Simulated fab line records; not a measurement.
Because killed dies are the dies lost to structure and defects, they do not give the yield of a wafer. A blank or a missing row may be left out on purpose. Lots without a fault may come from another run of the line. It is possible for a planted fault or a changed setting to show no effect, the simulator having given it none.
fab line records | flow nand_harc
[record] lots = 12 wafers = 36 last_day = 33
route steps=1302 shown P_BONDPAD@377 A_BONDPAD@1218 THIN_TSV@1300 END@1302
lots that met no fault: taken from a fault-free run of the same line
start_h: hours from the record's first day to the start of the lot's first wafer shown | wait_h: time in hours since the lot's previous step | " as in the row above | L1.1+2: a row that stands for several wafers | - no value present, or no start provided | * or withheld: withheld | < > ~ a bound
route shown NAME@n: NAME is a module with steps in the file, n the number in the route of the first one | usual: the fault-free wafers' mean and standard deviation | same: alike in all rows | chamber/n: place in a boat | sites: the reading at each site | _std_site: the standard deviation of these | _edge_site: inner sites' mean taken away from outer sites' mean | radius_mm: for every site, how far away it sits from the centre of the wafer | mask NAME#n: copy n | behind: tool/chamber where the wafer was last shaped | hold: cause of the lot's hold/its duration in hours/its outcome | device: whichever transistor did not switch (one of n, p or np) | end of line: the same wafers' tests at the end of the route | a step without rows: its recipe alone | killed: count of dies lost to structure and defects at first sort (not the wafer's yield) | map: per-die view of a wafer (x killed, . not killed, _ where there is no die)
set.NAME: the setting that was run; set.NAME@STEP: the one run at that earlier step | model.NAME: the simulator's own value behind a step, which no gauge read
steps of the route over a sample of lots; a table a step, a row a wafer
services: when a tool's chamber went out of use (start_h, in hours from the record's first day, below 0 if earlier), for how many hours, and the reason
[[steps]]
[step NHARC_P_BONDPAD_PVD_27]
[recipe] target_thk_a = 300 chamber_pressure_pa = 5 power_w = 5000 substrate_temp_c = 30 time_s = 20.49 material = Cu
[usual] throttle_valve_pct = 29.9/1
// columns lot.wafer tool chamber start_h wait_h throttle_valve_pct
L414.4 pvd_sputter-01 - 136.73 - 29.3
L414.3 " - " " 28.8
L414.1 " - " " 31.7
L415.3 pvd_sputter-03 - 154.16 - 29.5
L415.1 " - " " 29.2
L415.5 " - " " 29.5
L423.3 pvd_sputter-03 - 227.86 - 28.5
L423.6 " - " " 30.0
L423.5 " - " " 28.3
L424.3 pvd_sputter-03 - 232.58 - 28.7
L424.4 " - " " 29.1
L424.6 " - " " 30.0
L426.1 pvd_sputter-02 - 253.92 - 29.7
L426.4 " - " " 28.4
L426.5 " - " " 29.4
L428.3 pvd_sputter-02 - 286.01 - 30.7
L428.1 " - " " 31.5
L428.4 " - " " 28.5
L430.2 pvd_sputter-03 - 306.41 - 28.4
L430.4 " - " " 29.4
L430.5 " - " " 28.4
L431.4 pvd_sputter-02 - 310.09 - 31.3
L431.1 " - " " 28.5
L431.3 " - " " 29.6
L432.4 pvd_sputter-03 - 319.66 - 29.5
L432.1 " - " " 28.4
L432.6 " - " " 29.6
L434.3 pvd_sputter-02 - 336.37 - 30.0
L434.4 " - " " 30.6
L434.5 " - " " 29.1
L433.2 pvd_sputter-03 - 337.25 - 29.6
L433.4 " - " " 28.2
L433.6 " - " " 29.9
L436.3 pvd_sputter-02 - 363.07 - 31.8
L436.1 " - " " 30.7
L436.6 " - " " 31.8
[step NHARC_A_BONDPAD_DESCUM_11]
[recipe] time_s = 3 o2_flow_sccm = 200 ar_flow_sccm = 0 bias_power_w = 0 chemistry = O2
[usual] chamber_pressure_mTorr = 60.00/0.056 drypump_motor_current_A = 5.6/0.4 o2_flow_sccm = 200.0/0.6 oes_product_au = 0.999/0.01 rf_vpp_V = 58.0/0.93 showerhead_plenum_p_Torr = 1.95/0.097 throttle_valve_pct = 11.311/0.0098
// columns lot.wafer tool chamber start_h wait_h chamber_pressure_mTorr drypump_motor_current_A o2_flow_sccm oes_product_au rf_hours_counter_h rf_vpp_V showerhead_plenum_p_Torr throttle_valve_pct
L414.4 rie_diel-04 3 521.03 - 60.00 5.4 199.9 1.002 4 57.5 2.05 11.300
L414.1 " 0 " " 59.98 6.2 200.0 0.996 4 58.1 2.06 11.296
L414.3 " 1 " " 59.99 5.3 200.3 0.982 4 57.7 1.95 11.311
L415.3 rie_diel-09 2 549.13 - 60.02 5.1 199.8 0.993 8 57.6 1.77 11.306
L415.1 " 0 " " 59.99 5.3 200.5 0.994 7 58.4 1.78 11.314
L415.5 " 3 " " 59.96 6.0 200.1 0.987 - 58.0 2.03 11.331
L423.6 rie_diel-04 3 605.79 - 60.03 5.4 200.1 1.004 - 58.2 2.05 11.307
L424.4 rie_diel-09 2 624.74 - 60.03 5.1 199.6 0.994 14 57.4 1.77 11.308
L424.6 " 1 " " 60.13 5.4 200.4 1.017 - 58.3 1.94 11.301
L426.4 rie_diel-04 0 656.44 - 59.96 6.2 200.4 0.981 4 57.7 2.06 11.318
L426.1 " 2 " " 59.95 5.8 200.3 0.998 3 59.0 2.00 11.317
L426.5 " 3 " " 60.04 5.4 199.8 0.985 - 57.5 2.05 11.326
L428.1 rie_diel-04 0 682.42 - 60.05 6.2 200.5 0.989 4 58.5 2.06 11.314
L428.3 " 2 " " 60.02 5.8 199.4 0.996 4 58.8 2.00 11.308
L428.4 " 3 " " 60.09 5.3 200.1 1.002 - 57.3 2.05 11.320
L430.2 rie_diel-04 2 688.49 - 59.97 5.8 200.0 0.995 4 58.8 2.00 11.303
L430.5 " 0 " " 60.09 6.2 200.5 0.996 - 59.1 2.06 11.303
L430.4 " 3 " " 60.07 5.4 200.0 0.999 - 57.9 2.05 11.329
L431.1 rie_diel-04 1 692.73 - 59.91 5.3 199.7 1.001 4 59.6 1.95 11.311
L431.3 " 2 " " 60.04 5.8 199.8 1.006 4 58.6 2.00 11.311
L431.4 " 3 " " 60.14 5.4 199.4 1.008 4 58.8 2.05 11.307
L432.1 rie_diel-02 0 729.04 - 59.99 5.1 200.1 1.011 55 57.6 1.90 11.332
L432.6 " 1 " " 59.96 6.3 200.4 0.998 - 57.9 1.92 11.325
L432.4 " 3 " " 60.10 5.2 200.2 0.991 - 57.4 1.84 11.328
L433.4 rie_diel-04 0 738.20 - 60.01 6.2 199.5 1.001 1 59.1 2.06 11.327
L433.2 " 2 " " 60.01 5.8 200.6 0.994 1 58.5 2.00 11.309
L433.6 " 0 " " 59.90 6.2 200.6 1.004 - 59.6 2.06 11.317
L434.3 rie_diel-02 3 738.73 - 60.02 5.2 199.8 1.003 55 57.8 1.84 11.318
L434.4 " 0 " " 60.03 5.1 200.0 1.010 58 56.5 1.90 11.310
L434.5 " 3 " " 60.04 5.2 199.5 1.005 - 58.8 1.84 11.322
L436.1 rie_diel-09 1 766.47 - 60.03 5.4 199.5 1.024 17 58.3 1.93 11.309
L436.3 " 0 " " 60.08 5.3 200.1 0.990 16 55.9 1.77 11.322
L436.6 " 2 " " 59.96 5.1 200.9 1.017 - 56.9 1.76 11.300
[step NHARC_A_BONDPAD_STRIP_15]
[recipe] o2_flow_sccm = 500 ar_flow_sccm = 0 bias_w = 0 chemistry = O2
[usual] chamber_pressure_mTorr = 60.00/0.054 drypump_motor_current_A = 5.6/0.38 o2_flow_sccm = 500.0/1.4 oes_product_au = 0.998/0.0095 rf_vpp_V = 58.0/0.83 showerhead_plenum_p_Torr = 3.65/0.14 throttle_valve_pct = 17.036/0.0088
// columns lot.wafer tool chamber start_h wait_h chamber_pressure_mTorr drypump_motor_current_A o2_flow_sccm oes_product_au rf_hours_counter_h rf_vpp_V showerhead_plenum_p_Torr throttle_valve_pct
L414.1 rie_diel-04 0 521.42 0.1 60.00 6.2 500.0 0.995 4 58.8 3.78 17.040
L414.3 " 1 " " 60.00 5.3 502.3 0.990 4 59.1 3.59 17.044
L414.4 " 2 " " 60.04 5.8 499.4 0.997 4 56.9 3.68 17.035
L415.1 rie_diel-09 2 549.52 0.1 60.06 5.1 498.4 0.990 8 59.2 3.28 17.015
L415.3 " 3 " " 60.09 6.0 496.7 0.991 7 59.3 3.73 17.039
L415.5 " 3 " " 60.05 6.0 499.5 0.992 - 56.7 3.73 17.034
L423.6 rie_diel-04 3 606.21 0.1 60.03 5.4 498.7 1.002 - 58.3 3.76 17.034
L424.4 rie_diel-04 1 625.15 0.1 59.97 5.3 500.9 0.991 3 57.2 3.59 17.040
L424.6 " 3 " " 60.04 5.4 499.0 0.999 - 58.7 3.76 17.024
L426.4 rie_diel-04 0 656.86 0.1 59.93 6.2 500.0 0.986 4 57.4 3.78 17.053
L426.1 " 1 " " 60.03 5.3 502.6 0.999 3 58.3 3.59 17.037
L426.5 " 3 " " 60.04 5.4 500.5 0.989 - 59.3 3.76 17.052
L428.3 rie_diel-04 2 682.86 0.1 60.06 5.8 501.7 0.993 4 58.6 3.68 17.047
L428.1 " 0 " " 60.06 6.2 499.5 0.993 4 58.3 3.78 17.042
L428.4 " 3 " " 59.99 5.4 500.1 0.989 - 58.0 3.76 17.034
L430.2 rie_diel-02 3 688.95 0.1 59.93 5.3 501.2 1.016 39 56.5 3.42 17.034
L430.4 " 0 " " 59.97 5.1 499.0 1.024 39 58.3 3.51 17.032
L430.5 " 2 " " 59.97 6.3 498.7 1.009 - 57.7 3.43 17.041
L431.4 rie_diel-04 1 693.11 0.1 60.00 5.3 499.3 0.998 4 57.9 3.59 17.038
L431.1 " 2 " " 60.06 5.8 501.6 0.995 4 57.4 3.68 17.042
L431.3 " 0 " " 60.03 6.2 500.3 0.998 5 59.3 3.78 17.032
L432.4 rie_diel-04 3 729.49 0.1 60.07 5.4 500.1 1.006 0 58.2 3.76 17.031
L432.1 " 0 " " 60.05 6.2 501.7 0.999 0 59.1 3.78 17.056
L432.6 " 2 " " 59.97 5.8 500.0 1.000 - 57.7 3.68 17.030
L433.2 rie_diel-04 1 738.59 0.1 59.88 5.3 497.1 0.978 1 57.8 3.59 17.038
L433.4 " 3 " " 59.95 5.4 500.0 1.013 1 57.7 3.76 17.030
L433.6 " 1 " " 60.01 5.3 499.7 0.987 - 58.5 3.59 17.028
L434.3 rie_diel-04 1 739.11 0.1 60.04 5.3 500.0 0.989 1 58.1 3.59 17.037
L434.4 " 2 " " 59.96 5.8 498.5 1.005 1 58.1 3.68 17.015
L434.5 " 1 " " 60.01 5.3 500.4 0.984 - 59.0 3.59 17.029
L436.1 rie_diel-09 2 766.88 0.1 60.04 5.1 499.0 0.994 19 57.9 3.26 17.052
L436.3 " 3 " " 59.84 6.0 498.8 0.999 16 58.9 3.71 17.049
L436.6 " 2 " " 60.09 5.2 500.9 0.995 - 56.7 3.26 17.027
[step NHARC_THIN_TSV_INSPECT_40]
[usual] raw_defect_count = 549/87
// columns lot.wafer tool chamber start_h wait_h raw_defect_count
L414.1 defect_inspect-01 - 549.94 0.4 567
L414.3 " - " " 567
L414.4 " - " " 582
L415.1 defect_inspect-02 - 575.84 0.4 499
L415.3 " - " " 490
L415.5 " - " " 460
L423.6 defect_inspect-02 - 635.21 0.4 559
L424.4 defect_inspect-02 - 651.50 0.4 705
L424.6 " - " " 455
L426.1 defect_inspect-01 - 683.86 0.4 438
L426.4 " - " " 426
L426.5 " - " " 395
L428.1 defect_inspect-01 - 707.89 0.4 626
L428.3 " - " " 489
L428.4 " - " " 580
L431.1 defect_inspect-02 - 719.12 0.4 542
L431.3 " - " " 518
L431.4 " - " " 616
L430.2 defect_inspect-01 - 719.12 0.4 447
L430.4 " - " " 602
L430.5 " - " " 461
L432.1 defect_inspect-01 - 761.83 0.4 400
L432.4 " - " " 424
L432.6 " - " " 408
L434.3 defect_inspect-02 - 767.95 0.4 530
L434.4 " - " " 646
L434.5 " - " " 584
L433.2 defect_inspect-01 - 767.95 0.4 560
L433.4 " - " " 431
L433.6 " - " " 489
L436.1 defect_inspect-01 - 795.96 0.4 525
L436.3 " - " " 621
L436.6 " - " " 556
[step NHARC_END_SORT_01]
[recipe] temp_c = 25
[usual] defect_limited_yield = 91.4/2.5 killed_at_array = 54/17 killed_at_other = 1.0/1.4 killed_at_periphery = 3.6/2.1 killed_dies = 58/17 killed_open = 3.2/2 killed_short = 2.5/1.5
[same] gross_dies = 677
// columns lot.wafer tool chamber start_h wait_h hold defect_limited_yield[%] killed_at_array killed_at_other killed_at_periphery killed_dies killed_open killed_short
L423.3 prober-02 0 639.89 3.1 await_dispo/7.8h/release 0.1 61 2 613 676 4 3
L423.5 prober-02 0 641.52 3.8 await_dispo/7.8h/release 0.9 55 1 615 671 0 0
L423.6 prober-02 0 642.33 4.1 await_dispo/7.8h/release 95.4 26 2 3 31 2 2
L424.3 prober-01 0 656.15 3.1 await_dispo/2.3h/release 0.3 36 4 635 675 3 2
L424.4 prober-01 0 656.95 3.4 await_dispo/2.3h/release 90.1 58 7 2 67 2 3
L424.6 prober-01 0 658.54 4.0 await_dispo/2.3h/release 91.3 52 3 4 59 3 1
L428.1 prober-02 0 710.95 2.5 - 91.1 58 0 2 60 3 1
L428.3 prober-02 0 712.53 3.1 - 92.0 52 1 1 54 3 1
L428.4 prober-02 0 713.32 3.4 - 90.3 62 0 4 66 3 3
L431.1 prober-02 0 722.15 2.5 - 88.8 68 0 8 76 0 5
L431.3 prober-02 0 723.73 3.1 - 90.3 64 0 2 66 1 0
L431.4 prober-02 0 724.52 3.4 - 88.9 72 2 1 75 3 2
L430.2 prober-01 0 723.03 2.8 - 93.8 32 0 10 42 3 2
L430.4 prober-01 0 724.65 3.5 - 91.9 48 1 6 55 2 6
L430.5 prober-01 0 725.47 3.8 - 94.2 33 1 5 39 2 6
L432.1 prober-01 0 764.88 2.5 - 94.2 34 2 3 39 6 5
L432.4 prober-01 0 767.30 3.4 - 95.7 25 1 3 29 3 2
L432.6 prober-01 0 768.92 4.0 - 94.7 32 1 3 36 4 6
L434.3 prober-02 0 773.29 3.1 - 86.7 85 0 5 90 4 1
L434.4 prober-02 0 774.08 3.4 - 90.4 61 0 4 65 6 0
L434.5 prober-02 0 774.87 3.7 - 86.4 88 0 4 92 4 3
L433.2 prober-01 0 773.49 2.8 - 90.7 57 2 4 63 2 2
L433.4 prober-01 0 775.10 3.4 - 90.1 57 2 8 67 3 2
L433.6 prober-01 0 776.72 4.0 - 90.3 63 1 2 66 3 0
// killed by level:class
L423.3 P_BONDPAD:area_pvd=607 A_CHANNEL_HOLE_D2:chamber_film_flake=31 A_CHANNEL_HOLE_D1:chamber_film_flake=13 A_STAIRCASE:chamber_film_flake=6 A_ONON_D1:geometric_particle:open=3 P_STI:chamber_film_flake=2 P_GATE:chamber_film_flake=2 P_M2:chamber_film_flake=2
L423.5 P_BONDPAD:area_pvd=610 A_CHANNEL_HOLE_D1:chamber_film_flake=29 A_CHANNEL_HOLE_D2:chamber_film_flake=20 A_STAIRCASE:chamber_film_flake=3 P_STI:chamber_film_flake=2 P_M2:chamber_film_flake=2 A_WL_FILL:chamber_film_flake=2 P_ZERO_WELL:chamber_film_flake=1
L423.6 A_CHANNEL_HOLE_D1:chamber_film_flake=13 A_CHANNEL_HOLE_D2:chamber_film_flake=4 P_M2:chamber_film_flake=2 A_WL_FILL:chamber_film_flake=2 A_CONTACT:chamber_film_flake=2 THIN_TSV:chamber_film_flake=2 P_M0:geometric_particle:open=1 A_SOURCE_PLATE:geometric_particle:open=1
L424.3 P_BONDPAD:area_pvd=630 A_CHANNEL_HOLE_D2:chamber_film_flake=17 A_CHANNEL_HOLE_D1:chamber_film_flake=16 THIN_TSV:chamber_film_flake=4 A_WL_FILL:chamber_film_flake=2 P_GATE:geometric_particle:open=1 P_CONTACT:geometric_particle:short=1 P_CONTACT:geometric_particle:open=1
L424.4 A_CHANNEL_HOLE_D1:chamber_film_flake=35 A_CHANNEL_HOLE_D2:chamber_film_flake=14 THIN_TSV:chamber_film_flake=7 A_STAIRCASE:chamber_film_flake=2 P_GATE:geometric_particle:short=1 A_CHANNEL_FILL_D1:geometric_particle:short=1 A_ONON_D2:geometric_particle:short=1 A_ONON_D2:geometric_particle:open=1
L424.6 A_CHANNEL_HOLE_D1:chamber_film_flake=34 A_CHANNEL_HOLE_D2:chamber_film_flake=15 THIN_TSV:chamber_film_flake=3 P_CONTACT:geometric_particle:open=2 P_M2:geometric_particle:open=1 A_DECK1_JOINT:geometric_particle:short=1 P_M2:chamber_film_flake=1 A_CHANNEL_FILL_D1:chamber_film_flake=1
L428.1 A_SLIT:chamber_film_flake=33 A_CHANNEL_HOLE_D1:chamber_film_flake=12 A_CONTACT:chamber_film_flake=6 P_CONTACT:geometric_particle:open=1 A_ONON_D1:geometric_particle:short=1 A_CHANNEL_FILL_D1:geometric_particle:open=1 A_CONTACT:geometric_particle:open=1 P_STI:chamber_film_flake=1
L428.3 A_SLIT:chamber_film_flake=38 A_CHANNEL_HOLE_D1:chamber_film_flake=6 A_BLC:chamber_film_flake=3 A_CONTACT:chamber_film_flake=2 P_M1:geometric_particle:short=1 A_CHANNEL_HOLE_D1:geometric_particle:open=1 A_DECK1_JOINT:geometric_particle:open=1 STARTING-WAFER:geometric_particle:open=1
L428.4 A_SLIT:chamber_film_flake=36 A_CHANNEL_HOLE_D1:chamber_film_flake=9 A_CONTACT:chamber_film_flake=5 A_BLC:chamber_film_flake=4 P_STI:chamber_film_flake=3 A_STAIRCASE:chamber_film_flake=2 P_CONTACT:geometric_particle:short=1 A_ONON_D1:geometric_particle:short=1
L431.1 A_SLIT:chamber_film_flake=24 A_CHANNEL_HOLE_D2:chamber_film_flake=18 A_CHANNEL_HOLE_D1:chamber_film_flake=14 A_STAIRCASE:chamber_film_flake=5 P_STI:chamber_film_flake=4 A_CHANNEL_FILL_D1:chamber_film_flake=4 P_GATE:chamber_film_flake=2 P_GATE:geometric_particle:short=1
L430.2 A_CHANNEL_HOLE_D1:chamber_film_flake=13 A_SLIT:chamber_film_flake=7 P_M1:chamber_film_flake=5 A_CONTACT:chamber_film_flake=4 P_GATE:chamber_film_flake=2 A_STAIRCASE:chamber_film_flake=2 P_M0:geometric_particle:short=1 P_M1:geometric_particle:open=1
L431.3 A_CHANNEL_HOLE_D2:chamber_film_flake=23 A_SLIT:chamber_film_flake=20 A_CHANNEL_HOLE_D1:chamber_film_flake=10 A_STAIRCASE:chamber_film_flake=4 A_CONTACT:chamber_film_flake=4 A_CHANNEL_FILL_D1:chamber_film_flake=2 A_BLC:geometric_particle:open=1 P_STI:chamber_film_flake=1
L431.4 A_SLIT:chamber_film_flake=34 A_CHANNEL_HOLE_D2:chamber_film_flake=20 A_CHANNEL_HOLE_D1:chamber_film_flake=6 A_CHANNEL_FILL_D1:chamber_film_flake=3 A_STAIRCASE:chamber_film_flake=3 A_WL_FILL:geometric_particle:open=2 A_CHANNEL_FILL_D1:geometric_particle:short=1 A_CHANNEL_FILL_D2:geometric_particle:open=1
L430.4 A_CHANNEL_HOLE_D1:chamber_film_flake=32 P_M1:chamber_film_flake=4 A_WL_FILL:geometric_particle:short=3 A_BLC:chamber_film_flake=3 P_GATE:chamber_film_flake=2 A_CONTACT:chamber_film_flake=2 A_ONON_D1:geometric_particle:short=1 A_CHANNEL_HOLE_D1:geometric_particle:short=1
L430.5 A_CHANNEL_HOLE_D1:chamber_film_flake=14 A_CONTACT:chamber_film_flake=6 A_SLIT:chamber_film_flake=4 P_M1:chamber_film_flake=3 A_WL_FILL:geometric_particle:short=2 P_M0:geometric_particle:open=1 A_SOURCE_PLATE:geometric_particle:short=1 A_CHANNEL_HOLE_D1:geometric_particle:open=1
L432.1 A_CHANNEL_HOLE_D1:chamber_film_flake=12 A_SLIT:chamber_film_flake=6 A_WL_FILL:chamber_film_flake=3 A_CONTACT:chamber_film_flake=3 A_CHANNEL_FILL_D2:geometric_particle:open=2 P_M2:chamber_film_flake=2 A_ONON_D1:geometric_particle:short=1 A_CHANNEL_HOLE_D1:geometric_particle:open=1
L432.4 A_CHANNEL_HOLE_D1:chamber_film_flake=9 A_CONTACT:chamber_film_flake=5 A_SLIT:chamber_film_flake=4 P_M2:chamber_film_flake=2 P_M1:geometric_particle:open=1 A_ONON_D1:geometric_particle:open=1 A_DECK1_JOINT:geometric_particle:short=1 A_M1:geometric_particle:open=1
L432.6 A_CHANNEL_HOLE_D1:chamber_film_flake=11 A_CONTACT:chamber_film_flake=4 A_SLIT:chamber_film_flake=3 A_CHANNEL_FILL_D1:geometric_particle:short=2 A_WL_FILL:geometric_particle:short=2 A_ZERO_WELL:chamber_film_flake=2 P_M2:geometric_particle:open=1 A_SOURCE_PLATE:geometric_particle:open=1
L434.3 A_SLIT:chamber_film_flake=32 A_CHANNEL_HOLE_D2:chamber_film_flake=31 A_CHANNEL_HOLE_D1:chamber_film_flake=10 A_STAIRCASE:chamber_film_flake=4 P_CONTACT:geometric_particle:open=2 A_SGD_CUT:chamber_film_flake=2 A_WL_FILL:chamber_film_flake=2 P_M0:geometric_particle:open=1
L433.2 A_SLIT:chamber_film_flake=31 A_CHANNEL_HOLE_D1:chamber_film_flake=8 A_WL_FILL:chamber_film_flake=5 A_CONTACT:chamber_film_flake=5 P_ZERO_WELL:chamber_film_flake=2 A_STAIRCASE:chamber_film_flake=2 THIN_TSV:chamber_film_flake=2 A_ONON_D1:geometric_particle:short=1
L434.4 A_SLIT:chamber_film_flake=23 A_CHANNEL_HOLE_D2:chamber_film_flake=20 A_CHANNEL_HOLE_D1:chamber_film_flake=9 P_GATE:chamber_film_flake=2 A_CHANNEL_FILL_D1:chamber_film_flake=2 A_STAIRCASE:chamber_film_flake=2 P_GATE:geometric_particle:open=1 P_CONTACT:geometric_particle:open=1
L434.5 A_CHANNEL_HOLE_D2:chamber_film_flake=34 A_SLIT:chamber_film_flake=30 A_CHANNEL_HOLE_D1:chamber_film_flake=9 A_CONTACT:chamber_film_flake=4 A_STAIRCASE:chamber_film_flake=3 P_ZERO_WELL:chamber_film_flake=2 P_GATE:geometric_particle:short=1 A_SOURCE_PLATE:geometric_particle:open=1
L433.4 A_SLIT:chamber_film_flake=28 A_CHANNEL_HOLE_D1:chamber_film_flake=11 A_CONTACT:chamber_film_flake=8 P_GATE:chamber_film_flake=3 A_CHANNEL_FILL_D2:chamber_film_flake=3 P_ZERO_WELL:chamber_film_flake=2 A_ZERO_WELL:chamber_film_flake=2 A_STAIRCASE:chamber_film_flake=2
L433.6 A_SLIT:chamber_film_flake=34 A_CHANNEL_HOLE_D1:chamber_film_flake=12 A_CONTACT:chamber_film_flake=7 A_STAIRCASE:chamber_film_flake=4 P_GATE:chamber_film_flake=2 A_ONON_D1:geometric_particle:open=1 A_DECK1_JOINT:geometric_particle:open=1 A_M0:geometric_particle:open=1
[[services]]
// columns tool chamber start_h hours kind
pvd_sputter-02 - 132.29 10.0 pm
rie_diel-04 1 168.94 4.7 repair
pvd_sputter-03 - 170.00 10.0 pm
rie_diel-04 2 176.95 11.7 repair
rie_diel-04 - 177.90 9.0 pm
rie_diel-04 2 243.52 17.9 repair
rie_diel-04 2 267.98 3.5 repair
rie_diel-04 3 310.87 1.5 repair
pvd_sputter-03 - 348.00 10.0 pm
rie_diel-04 - 354.90 9.0 pm
pvd_sputter-03 - 359.43 1.9 repair
pvd_sputter-03 - 383.30 1.2 repair
rie_diel-04 0 466.98 3.3 repair
rie_diel-04 3 474.82 5.4 repair
pvd_sputter-03 - 526.00 10.0 pm
rie_diel-04 - 531.90 9.0 pm
rie_diel-04 1 549.89 2.9 repair
pvd_sputter-03 - 558.89 0.7 repair
pvd_sputter-03 - 612.77 0.6 repair
rie_diel-04 - 650.52 1.1 repair
pvd_sputter-03 - 660.43 8.5 repair
rie_diel-04 1 679.19 10.4 repair
pvd_sputter-03 - 704.00 10.0 pm
rie_diel-04 - 708.90 9.0 pm
[[key]]
[first_sign] step = NHARC_END_SORT_01 reading = killed_at_periphery direction = up sigmas = 99+ usual = 3.6 struck = 621
[effect] step = NHARC_END_SORT_01 reading = defect_limited_yield direction = down sigmas = 36 usual = 91.4 struck = 0.4
[more_kills_born_at] NHARC_P_BONDPAD_PVD_27@pvd_sputter-03 = 1847
met_at NHARC_P_BONDPAD_PVD_27
struck_lots L423,L424
struck_wafers L423.3,L423.5,L424.3
later_rows_left_out L423.3,L423.5,L424.3
not_acting_at NHARC_A_BONDPAD_DESCUM_11,NHARC_A_BONDPAD_STRIP_15,NHARC_THIN_TSV_INSPECT_40
onset_between 154.16 227.86
[fault] kind = process_parameter_drift tool = pvd_sputter-03 chamber = - onset_h = 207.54 steps = NHARC_P_BONDPAD_PVD_27 channel = target_thk_a offset = * shape = step end_h = 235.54 acts_in = * stated = * scope = struck_wafers_only
// later_rows_left_out: the simulator's readings of these wafers behind a module that went badly wrong aren't trusted and aren't shown, but for the sort
